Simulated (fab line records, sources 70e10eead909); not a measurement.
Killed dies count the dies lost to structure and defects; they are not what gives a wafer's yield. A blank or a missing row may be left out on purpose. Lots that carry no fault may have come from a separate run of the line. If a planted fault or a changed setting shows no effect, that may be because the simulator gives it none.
fab line records	flow nandHarc
[record] lots = 13	wafers = 35	lastDay = 33
route steps=1302 shown A_CONTACT@1099 A_BLC@1120 END@1302
lots with no fault: from the same line, run without faults
startH: hours from the record's first day to the start of the lot's first wafer shown	waitH: time in hours since the lot's previous step	" same as the row above	L1.1+2: one row covering several wafers at once	- value missing, or start not given	* or withheld: withheld	< > ~ a bound
route shown NAME@n: names a module that has steps shown in the file, with the first one's number in the route	usual: average and standard deviation across the fault-free wafers	same: alike in all rows	chamber/n: place in a boat	sites: each site's reading	_std_site: the values' standard deviation	_edge_site: the outer-site mean with the inner-site mean subtracted	radiusMm: for every site, how far away it sits from the centre of the wafer	mask NAME#n: copy n	behind: the tool/chamber that last shaped the wafer	hold: reason for holding the lot/hours on hold/outcome of the hold	device: whichever transistor did not switch (one of n, p or np)	end of line: the route-end tests of the same wafers	for a step that has no rows: nothing shown but its recipe	killed: dies lost to structure and defects at the first sort, not the wafer's yield	map: shows each die of a wafer: x if killed, . if not, _ if none is there
set.NAME: the setting that was run; set.NAME@STEP: the one run at that earlier step	model.NAME: the simulator's own value behind a step, which no gauge read
route steps across a sampled set of lots; one table per step, one row per wafer
services: the hour from which a tool's chamber was out of use, counted from the record's first day as startH (under 0 if before that day), plus the number of hours and why
[[steps]]
[step NHARC_A_CONTACT_STRIP_26]
[recipe] o2FlowSccm = 500	arFlowSccm = 0	biasW = 0	chemistry = O2
[usual] drypumpMotorCurrentA = 5.9/0.43	mfcArSccm = 0.005/0.0068	oesProductAu = 0.999/0.0066	rfVppV = 57.8/0.82	showerheadPlenumPTorr = 3.55/0.13	throttleValvePct = 17.036/0.0091
lot.wafer	tool	chamber	startH	waitH	drypumpMotorCurrentA	mfcArSccm	oesProductAu	rfHoursCounterH	rfVppV	showerheadPlenumPTorr	throttleValvePct
L184.4	rieDiel-12	0	-	-	6.1	0	1.003	10	56.6	3.53	17.038
L184.2	"	2	"	"	5.6	0.000	1.000	11	57.9	3.51	17.027
L184.6	"	0	"	"	6.1	0	1.002	-	57.7	3.53	17.034
L186.3	rieDiel-12	2	-	-	5.6	0.000	1.002	12	58.1	3.50	17.046
L186.1	"	3	"	"	6.6	0.006	0.997	12	57.4	3.62	17.046
L186.2	"	1	"	"	5.7	0.014	1.001	11	57.5	3.69	17.041
L187.2	rieDiel-12	1	-	-	5.7	0.014	1.003	11	59.4	3.69	17.036
L187.4	"	3	"	"	6.5	0.006	1.007	12	58.0	3.62	17.035
L187.3	"	0	"	"	6.1	0	0.994	12	58.8	3.53	17.014
L190.1	rieDiel-04	0	-	-	5.4	0.008	0.995	12	58.8	3.80	17.035
L189.1	rieDiel-07	2	-	-	6.2	0	1.004	46	58.7	3.78	17.017
L189.2	"	1	"	"	5.4	0.031	1.011	38	57.9	3.59	17.031
L189.6	"	2	"	"	6.2	0	1.003	-	56.8	3.78	17.045
L192.4	rieDiel-12	2	-	-	5.6	0.000	0.995	23	59.1	3.50	17.047
L194.2	rieDiel-12	3	-	-	6.6	0.006	1.002	25	56.8	3.61	17.042
L194.1	"	0	"	"	6.0	0	0.987	23	57.6	3.52	17.026
L194.6	"	2	"	"	5.6	0.000	1.001	-	58.1	3.50	17.043
L195.1	rieDiel-04	3	-	-	5.4	0.006	0.994	23	58.3	3.43	17.032
L195.4	"	0	"	"	5.4	0.008	0.995	23	57.7	3.79	17.040
L195.6	"	2	"	"	6.0	0	0.990	-	57.6	3.33	17.043
L200.3	rieDiel-07	3	-	-	5.8	0	1.002	6	58.5	3.33	17.030
L200.2	"	1	"	"	5.4	0.031	0.997	6	58.2	3.57	17.053
L200.6	"	2	"	"	6.2	0	1.002	-	57.9	3.76	17.037
L201.1	rieDiel-12	1	-	-	5.7	0.014	0.999	13	56.4	3.67	17.036
L201.4	"	0	"	"	6.1	0	1.012	14	56.5	3.51	17.036
L201.5	"	2	"	"	5.6	0.000	1.009	-	57.6	3.49	17.033
L204.1	rieDiel-12	3	-	-	6.5	0.006	0.991	15	57.6	3.60	17.032
L204.5	"	2	"	"	5.6	0.000	0.998	-	57.8	3.49	17.032
L204.6	"	3	"	"	6.6	0.006	0.998	-	57.8	3.60	17.021
L205.4	rieDiel-12	2	-	-	5.6	0.000	1.002	16	57.8	3.49	17.031
L205.1	"	1	"	"	5.7	0.014	0.991	16	57.0	3.67	17.028
L205.6	"	3	"	"	6.6	0.006	1.003	-	57.8	3.60	17.040
L206.1	rieDiel-12	0	-	-	6.1	0	1.007	20	57.6	3.51	17.041
L206.6	"	0	"	"	6.0	0	1.001	-	58.6	3.51	17.042
L206.5	"	3	"	"	6.5	0.006	0.994	-	58.7	3.60	17.027
[step NHARC_A_CONTACT_INSPECT_23]
[usual] rawDefectCount = 511/130
lot.wafer	tool	chamber	startH	waitH	rawDefectCount
L184.2	defectInspect-01	-	530.29	0.1	388
L184.4	"	-	"	"	308
L184.6	"	-	"	"	409
L186.1	defectInspect-02	-	537.26	0.1	720
L186.2	"	-	"	"	564
L186.3	"	-	"	"	618
L187.2	defectInspect-01	-	539.41	0.1	400
L187.3	"	-	"	"	335
L187.4	"	-	"	"	459
L190.1	defectInspect-01	-	585.95	0.1	460
L189.1	defectInspect-01	-	588.59	0.1	639
L189.2	"	-	"	"	640
L189.6	"	-	"	"	741
L192.4	defectInspect-02	-	608.93	0.1	492
L194.1	defectInspect-02	-	616.96	0.1	528
L194.2	"	-	"	"	493
L194.6	"	-	"	"	427
L195.1	defectInspect-01	-	619.92	0.1	485
L195.4	"	-	"	"	581
L195.6	"	-	"	"	610
L200.2	defectInspect-02	-	679.85	0.1	433
L200.3	"	-	"	"	480
L200.6	"	-	"	"	686
L201.1	defectInspect-01	-	701.71	0.1	567
L201.4	"	-	"	"	413
L201.5	"	-	"	"	381
L204.1	defectInspect-02	-	708.80	0.1	909
L204.5	"	-	"	"	768
L204.6	"	-	"	"	658
L205.1	defectInspect-02	-	717.69	0.1	379
L205.4	"	-	"	"	443
L205.6	"	-	"	"	341
L206.1	defectInspect-02	-	737.32	0.1	436
L206.5	"	-	"	"	641
L206.6	"	-	"	"	403
[step NHARC_A_BLC_DESCUM_15]
[recipe] timeS = 3	o2FlowSccm = 200	arFlowSccm = 0	biasPowerW = 0	chemistry = O2
[usual] drypumpMotorCurrentA = 5.9/0.57	mfcArSccm = 0.009/0.013	oesProductAu = 1.001/0.0082	rfVppV = 57.7/1	showerheadPlenumPTorr = 1.90/0.1	throttleValvePct = 11.311/0.0085
lot.wafer	tool	chamber	startH	waitH	drypumpMotorCurrentA	mfcArSccm	oesProductAu	rfHoursCounterH	rfVppV	showerheadPlenumPTorr	throttleValvePct
L184.4	rieDiel-11	3	530.99	0.1	5.3	0	1.010	9	57.4	1.78	11.307
L184.2	"	1	"	"	5.6	0	0.996	8	58.8	1.78	11.319
L184.6	"	0	"	"	4.9	0	1.008	-	57.6	1.85	11.303
L186.3	rieDiel-11	2	537.84	0.1	6.6	0	1.003	6	58.9	2.02	11.315
L186.2	"	3	"	"	5.4	0	1.008	9	58.1	1.78	11.318
L186.1	"	0	"	"	4.9	0	1.021	9	54.7	1.85	11.300
L187.3	rieDiel-10	3	540.10	0.1	6.4	0	0.989	6	58.6	1.97	11.296
L187.2	"	0	"	"	5.6	0	1.000	7	58.6	2.06	11.319
L187.4	"	1	"	"	6.1	0.038	0.998	6	58.2	1.81	11.306
L190.1	rieDiel-10	3	586.66	0.1	6.4	0	1.002	9	58.2	1.96	11.311
L189.1	rieDiel-10	2	589.29	0.1	6.1	0.014	0.994	9	56.0	1.86	11.321
L189.2	"	0	"	"	5.6	0	1.008	9	59.5	2.06	11.309
L189.6	"	1	"	"	6.1	0.038	0.998	-	57.5	1.81	11.292
L192.4	rieDiel-10	0	609.65	0.1	5.6	0	0.992	0	57.1	2.06	11.312
L194.2	rieDiel-06	2	617.66	0.1	6.3	0	0.998	43	57.8	1.95	11.294
L194.1	"	3	"	"	6.7	0	1.014	29	60.0	1.84	11.313
L194.6	"	2	"	"	6.3	0	0.998	-	58.5	1.95	11.326
L195.1	rieDiel-11	1	620.62	0.1	5.6	0	1.012	0	54.9	1.78	11.309
L195.4	"	2	"	"	6.6	0	1.007	0	58.1	2.02	11.300
L195.6	"	2	"	"	6.6	0	1.012	-	58.5	2.02	11.306
L200.2	rieDiel-11	1	680.56	0.1	5.6	0	0.997	5	57.4	1.78	11.306
L200.3	"	2	"	"	6.6	0	1.009	6	59.6	2.01	11.311
L200.6	"	0	"	"	4.9	0	0.998	-	57.8	1.85	11.316
L201.4	rieDiel-06	0	702.40	0.1	4.8	0.020	1.017	6	56.7	1.79	11.309
L201.1	"	2	"	"	6.3	0	1.012	6	58.7	1.94	11.312
L201.5	"	0	"	"	4.8	0.020	1.013	-	56.1	1.79	11.319
L204.1	rieDiel-11	1	709.51	0.1	5.6	0	0.995	9	57.7	1.78	11.313
L204.5	"	3	"	"	5.3	0	1.003	-	57.0	1.78	11.310
L204.6	"	0	"	"	4.9	0	0.995	-	58.0	1.85	11.309
L205.1	rieDiel-06	1	718.27	0.1	5.9	0.026	0.992	14	57.8	2.04	11.332
L205.4	"	2	"	"	6.3	0	1.001	11	57.3	1.94	11.314
L205.6	"	1	"	"	5.9	0.026	1.005	-	59.0	2.04	11.303
L206.1	rieDiel-11	2	737.89	0.1	6.6	0	1.005	11	58.0	2.01	11.302
L206.6	"	2	"	"	6.6	0	1.012	-	57.7	2.01	11.310
L206.5	"	3	"	"	5.3	0	1.004	-	57.5	1.78	11.302
[step NHARC_A_BLC_ETCH_17]
[recipe] targetDepthA = 3900	overEtchFrac = 0.25	timeS = 609.38	ionEnergyEv = 200	n2FlowSccm = 150	h2FlowSccm = 150	arFlowSccm = 0	rfW = 400	biasW = 150	chemistry = N2/H2
[usual] drypumpMotorCurrentA = 5.8/0.58	mfcArSccm = 0.007/0.012	oesProductAu = 1.003/0.0073	rfVppV = 430/3.2	runLengthS = 630.7/0.56	showerheadPlenumPTorr = 2.03/0.11	throttleValvePct = 14.171/0.009
lot.wafer	tool	chamber	startH	waitH	drypumpMotorCurrentA	mfcArSccm	oesProductAu	rfHoursCounterH	rfVppV	runLengthS	showerheadPlenumPTorr	throttleValvePct
L184.2	rieDiel-11	2	531.17	-	6.6	0	1.006	6	435	630.3	2.16	14.158
L184.4	"	0	"	"	4.9	0	1.001	9	428	630.1	1.97	14.162
L184.6	"	3	"	"	5.3	0	0.997	-	427	630.7	1.90	14.165
L186.2	rieDiel-11	2	538.02	-	6.6	0	1.001	6	433	631.1	2.16	14.174
L186.3	"	3	"	"	5.3	0	1.006	9	425	631.0	1.90	14.176
L186.1	"	0	"	"	4.9	0	0.997	9	428	630.3	1.97	14.163
L187.4	rieDiel-10	3	540.28	-	6.4	0	1.003	6	431	630.0	2.10	14.173
L187.3	"	0	"	"	5.6	0	1.001	7	434	630.7	2.20	14.151
L187.2	"	2	"	"	6.1	0.014	0.984	6	430	631.1	1.98	14.165
L190.1	rieDiel-10	0	586.87	-	5.6	0	1.004	9	435	585.5	2.20	14.155
L189.2	rieDiel-10	3	589.46	-	6.3	0	1.007	9	432	629.9	2.10	14.156
L189.1	"	2	"	"	6.1	0.014	0.991	9	429	631.5	1.98	14.160
L189.6	"	0	"	"	5.5	0	1.018	-	434	585.2	2.20	14.176
L192.4	rieDiel-10	0	609.84	-	5.6	0	0.998	0	437	585.2	2.19	14.159
L194.2	rieDiel-06	2	617.83	-	6.3	0	1.007	43	432	630.5	2.08	14.163
L194.1	"	0	"	"	4.8	0.020	1.012	41	427	630.2	1.91	14.163
L194.6	"	3	"	"	6.7	0	1.002	-	428	631.2	1.96	14.169
L195.1	rieDiel-11	3	620.80	-	5.3	0	1.009	0	425	630.8	1.90	14.174
L195.4	"	2	"	"	6.6	0	1.019	0	433	630.3	2.15	14.172
L195.6	"	3	"	"	5.3	0	1.000	-	427	631.0	1.89	14.174
L200.3	rieDiel-11	1	680.77	-	5.6	0	1.011	6	426	631.1	1.89	14.171
L200.2	"	3	"	"	5.3	0	1.012	6	427	630.5	1.89	14.187
L200.6	"	0	"	"	4.9	0	1.006	-	428	629.8	1.97	14.176
L201.1	rieDiel-06	3	702.58	-	6.7	0	1.013	6	429	631.2	1.96	14.171
L201.4	"	2	"	"	6.3	0	1.008	6	432	630.4	2.07	14.151
L201.5	"	3	"	"	6.7	0	1.014	-	427	631.1	1.96	14.170
L204.1	rieDiel-11	2	709.80	-	6.6	0	1.015	9	432	630.5	2.15	14.182
L204.6	"	3	"	"	5.4	0	1.006	-	425	630.6	1.89	14.186
L204.5	"	0	"	"	4.9	0	1.011	-	428	630.3	1.97	14.171
L205.4	rieDiel-06	2	718.44	-	6.3	0	1.006	11	431	630.6	2.07	14.157
L205.1	"	0	"	"	4.9	0.020	0.996	15	427	630.2	1.90	14.178
L205.6	"	2	"	"	6.3	0	0.991	-	431	630.6	2.07	14.165
L206.1	rieDiel-11	0	738.16	-	4.9	0	1.003	11	430	630.4	1.96	14.176
L206.5	"	2	"	"	6.6	0	1.003	-	434	630.5	2.15	14.176
L206.6	"	3	"	"	5.3	0	1.003	-	427	630.7	1.89	14.179
[step NHARC_END_SORT_01]
[recipe] tempC = 25
[usual] killedAtArray = 56/19	killedAtOther = 1.0/1.5	killedAtPeriphery = 3.4/2.4	killedDies = 60/19	killedOpen = 3.3/1.8	killedShort = 2.4/1.7
[same] grossDies = 677
lot.wafer	tool	chamber	startH	waitH	killedAtArray	killedAtOther	killedAtPeriphery	killedDies	killedOpen	killedShort
L204.1	prober-02	0	768.95	2.5	38	0	5	43	5	2
L204.5	prober-02	0	772.14	3.7	52	0	4	56	4	2
L204.6	prober-02	0	772.94	4.0	49	0	1	50	5	3
L205.1	prober-01	0	769.31	2.5	33	0	1	34	0	5
L205.4	prober-01	0	771.72	3.4	42	0	1	43	4	3
L205.6	prober-01	0	773.32	4.0	44	0	4	48	7	0
L206.1	prober-02	0	781.25	2.5	45	7	6	58	4	3
L206.5	prober-02	0	784.43	3.7	57	2	6	65	9	2
L206.6	prober-02	0	785.22	4.0	53	4	7	64	2	3
// killed by level:class
L204.1 A_SLIT:chamberFilmFlake=20 A_STAIRCASE:chamberFilmFlake=6 A_CHANNEL_HOLE_D1:chamberFilmFlake=5 P_CONTACT:geometricParticle:open=3 A_CONTACT:chamberFilmFlake=2 P_M2:geometricParticle:open=1 A_SOURCE_PLATE:geometricParticle:open=1 A_ONON_D1:geometricParticle:short=1
L205.1 A_SLIT:chamberFilmFlake=17 A_CHANNEL_HOLE_D1:chamberFilmFlake=7 A_WL_FILL:geometricParticle:short=2 A_ONON_D2:geometricParticle:short=1 A_CHANNEL_HOLE_D2:geometricParticle:short=1 A_M1:geometricParticle:short=1 P_ZERO_WELL:chamberFilmFlake=1 A_DECK1_JOINT:chamberFilmFlake=1
L205.4 A_SLIT:chamberFilmFlake=26 A_CHANNEL_HOLE_D1:chamberFilmFlake=7 A_CONTACT:chamberFilmFlake=2 P_CONTACT:geometricParticle:open=1 A_ONON_D1:geometricParticle:short=1 A_CHANNEL_HOLE_D1:geometricParticle:short=1 A_CHANNEL_FILL_D1:geometricParticle:open=1 A_WL_FILL:geometricParticle:open=1
L204.5 A_SLIT:chamberFilmFlake=23 A_CHANNEL_HOLE_D1:chamberFilmFlake=18 P_M2:chamberFilmFlake=3 A_WL_FILL:chamberFilmFlake=3 A_CONTACT:chamberFilmFlake=2 P_STI:geometricParticle:short=1 A_CHANNEL_FILL_D1:geometricParticle:open=1 A_DECK1_JOINT:geometricParticle:short=1
L204.6 A_SLIT:chamberFilmFlake=21 A_CHANNEL_HOLE_D1:chamberFilmFlake=11 A_STAIRCASE:chamberFilmFlake=7 A_CONTACT:chamberFilmFlake=2 P_M1:geometricParticle:open=1 A_SOURCE_PLATE:geometricParticle:open=1 A_ONON_D1:geometricParticle:open=1 A_CHANNEL_FILL_D1:geometricParticle:short=1
L205.6 A_SLIT:chamberFilmFlake=19 A_CHANNEL_HOLE_D1:chamberFilmFlake=9 A_CONTACT:chamberFilmFlake=9 A_ONON_D1:geometricParticle:open=2 A_M1:geometricParticle:open=2 P_ZERO_WELL:chamberFilmFlake=2 P_GATE:geometricParticle:open=1 A_ONON_D2:geometricParticle:open=1
L206.1 A_SLIT:chamberFilmFlake=26 THIN_TSV:chamberFilmFlake=7 A_CHANNEL_HOLE_D1:chamberFilmFlake=5 A_CONTACT:chamberFilmFlake=3 P_STI:chamberFilmFlake=2 A_STAIRCASE:chamberFilmFlake=2 A_WL_FILL:chamberFilmFlake=2 P_M0:geometricParticle:open=1
L206.5 A_SLIT:chamberFilmFlake=23 A_CHANNEL_HOLE_D1:chamberFilmFlake=10 A_CONTACT:chamberFilmFlake=10 A_CHANNEL_HOLE_D2:chamberFilmFlake=3 P_M0:geometricParticle:open=2 A_CHANNEL_FILL_D1:geometricParticle:open=2 A_M1:chamberFilmFlake=2 THIN_TSV:chamberFilmFlake=2
L206.6 A_SLIT:chamberFilmFlake=22 A_CONTACT:chamberFilmFlake=16 A_CHANNEL_HOLE_D1:chamberFilmFlake=7 P_STI:chamberFilmFlake=6 THIN_TSV:chamberFilmFlake=4 A_CHANNEL_FILL_D1:chamberFilmFlake=2 P_CONTACT:geometricParticle:open=1 A_DECK1_JOINT:geometricParticle:short=1
[[services]]
tool	chamber	startH	hours	kind
rieDiel-12	-	506.15	12.8	repair
rieDiel-06	3	510.42	22.2	repair
rieDiel-11	0	515.61	-	clean
rieDiel-04	2	528.93	13.7	repair
rieDiel-10	-	541.25	0.4	repair
rieDiel-04	-	544.82	9.0	pm
rieDiel-07	3	569.64	11.1	repair
rieDiel-12	0	580.54	3.8	repair
rieDiel-11	2	585.21	2.0	repair
rieDiel-11	1	594.15	10.2	repair
rieDiel-10	-	596.50	9.0	pm
rieDiel-11	-	610.42	9.0	pm
rieDiel-12	-	622.56	9.0	pm
rieDiel-11	0	627.77	4.4	repair
rieDiel-06	0	639.70	3.0	repair
rieDiel-07	-	648.24	9.0	pm
rieDiel-06	-	661.22	9.0	pm
rieDiel-10	1	703.14	18.2	repair
rieDiel-12	1	719.57	3.3	repair
rieDiel-12	2	720.50	7.4	repair
rieDiel-04	-	721.82	9.0	pm
rieDiel-12	0	723.05	6.6	repair
rieDiel-07	1	723.88	8.8	repair
rieDiel-07	0	730.48	4.2	repair
[[key]]
[firstSign] step = NHARC_A_BLC_ETCH_17	reading = runLengthS	direction = down	sigmas = 81	usual = *	struck = *
effect none on later readings
metAt NHARC_A_BLC_ETCH_17
struckLots L189,L190,L192
struckWafers L189.6,L190.1,L192.4
rowsEnd L190.1,L192.4
testerLeftOut L189
notActingAt NHARC_A_CONTACT_STRIP_26,NHARC_A_CONTACT_INSPECT_23,NHARC_A_BLC_DESCUM_15
onsetBetween 540.28 586.87
[fault] kind = processParameterDrift	tool = rieDiel-10	chamber = 0	onsetH = 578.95	steps = NHARC_A_BLC_ETCH_17	channel = timeS	offset = *	shape = step	actsIn = *	stated = *
// testerLeftOut: of these lots the tester's yield and bins aren't shown, on N5 and GAA mostly nor the transistor test; their killed dies are dies lost to structure and defects alone, not to doping, threshold or leakage, so they don't give the yield
// rowsEnd: these wafers met a further fault down the route, and their rows from its step on are left out
